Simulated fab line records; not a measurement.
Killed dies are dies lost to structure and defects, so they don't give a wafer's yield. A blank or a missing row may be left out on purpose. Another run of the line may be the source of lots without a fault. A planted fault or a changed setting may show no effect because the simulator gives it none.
Which tool did it?    flow n5_finfet    Sampling: 10 lots, 28 wafers, 5 of 1938 route steps

## WHAT THE GAUGES READ, wafer by wafer
N5_BEOL_M4_RC_MEAS_101.
lot   measured      on         DIBL_N (mV/V)
L852  day 7 20:24   prober-01  37.7 36.3 38.5
L853  day 8 02:20   prober-01  35.1 34.4 34.1
L855  day 8 18:03   prober-02  34.7 36.7 35.4
L857  day 9 10:29   prober-01  37.8 38.4 39.3
L860  day 10 03:17  prober-02  35.8 37.5
L861  day 10 01:27  prober-01  35.0 35.1 34.2
L862  day 10 11:46  prober-01  34.9 38.2
L863  day 11 11:46  prober-02  34.4 37.1 36.1
L866  day 12 11:15  prober-02  37.1 38.5 34.4
L874  day 14 01:01  prober-01  38.4 36.2 36.0

## WHAT TOOL EACH LOT RAN ON (gives the tool, then ch and the chambers of the sampled wafers, and finally the start)
lot   N5_GATE_CUT_VAPOR_ETCH_60          N5_GATE_CUT_ETCH_19                N5_GATE_CUT_CUT_ETCH_53           N5_GATE_CUT_VAPOR_ETCH_51
L852  rie_metal-02 ch 0,1, day 4 12:11   rie_diel-03 ch 2,3, day 4 16:09    rie_metal-03 ch 0,1, day 4 16:16  rie_metal-03 ch 0,1, day 4 16:30
L853  rie_metal-02 ch 0,1, day 4 21:26   rie_diel-06 ch 0,1, day 5 01:31    rie_metal-02 ch 0,1, day 5 01:38  rie_metal-02 ch 0,1, day 5 01:52
L855  rie_metal-01 ch 0, day 5 07:35     rie_diel-01 ch 0,1,2, day 5 11:17  rie_metal-03 ch 0,1, day 5 11:24  rie_metal-03 ch 0,1, day 5 11:38
L857  rie_metal-03 ch 0,1, day 5 22:01   rie_diel-01 ch 0,2, day 6 01:55    rie_metal-02 ch 0,1, day 6 02:02  rie_metal-02 ch 0,1, day 6 02:16
L860  rie_metal-03 ch 0,1, day 6 15:30   rie_diel-01 ch 1,2, day 6 19:24    rie_metal-03 ch 0,1, day 6 19:32  rie_metal-03 ch 0,1, day 6 19:46
L861  rie_metal-02 ch 0,1, day 6 17:25   rie_diel-01 ch 0,2,3, day 6 21:07  rie_metal-03 ch 0,1, day 6 21:15  rie_metal-03 ch 0,1, day 6 21:29
L862  rie_metal-03 ch 0,1, day 7 00:10   rie_diel-01 ch 1,2, day 7 03:58    rie_metal-01 ch 0,1, day 7 04:05  rie_metal-01 ch 0,1, day 7 04:19
L863  rie_metal-03 ch 0,1, day 7 07:44   rie_diel-03 ch 0,1,3, day 7 11:30  rie_metal-03 ch 0,1, day 7 11:50  rie_metal-03 ch 0,1, day 7 12:05
L866  rie_metal-03 ch 1, day 8 04:07     rie_diel-06 ch 0,1,2, day 8 07:59  rie_metal-01 ch 0,1, day 8 08:05  rie_metal-01 ch 0,1, day 8 08:20
L874  rie_metal-03 ch 0,1, day 10 04:00  rie_diel-03 ch 1,3, day 10 07:44   rie_metal-01 ch 1, day 10 07:50   rie_metal-01 ch 1, day 10 08:05
- N5_GATE_CUT_VAPOR_ETCH_60: etches HfO2 in BCl3/Cl2.
- N5_GATE_CUT_ETCH_19: etches SiNx in CH3F/O2, target depth 53.7 nm, time 76.7 s.
- N5_GATE_CUT_CUT_ETCH_53: etches W in SF6/Cl2, target depth 79.2 nm.
- N5_GATE_CUT_VAPOR_ETCH_51: etches HfO2 in BCl3/Cl2.

## THE ANSWER, worked out from the rows above alone
Rule: what is usual is taken from the lots themselves. The widest of any qualifying gaps counts: lots, ordered by their means at a reading, are off when they make up no more than a third of the lots, leave a main group of 4 or more, and stand apart from it by 3 or more times the standard deviation of that group's means. A main group whose means are all the same, to the digits that the tables above print for the reading, isn't used. A lot without any number at a reading at which 4 lots or more have one is off too. Any other lot the step has rows for is counted as sound.
No lot is off at any reading shown: from this, nothing can be told.

## WHAT HAD BEEN PUT IN BY THE SIMULATOR
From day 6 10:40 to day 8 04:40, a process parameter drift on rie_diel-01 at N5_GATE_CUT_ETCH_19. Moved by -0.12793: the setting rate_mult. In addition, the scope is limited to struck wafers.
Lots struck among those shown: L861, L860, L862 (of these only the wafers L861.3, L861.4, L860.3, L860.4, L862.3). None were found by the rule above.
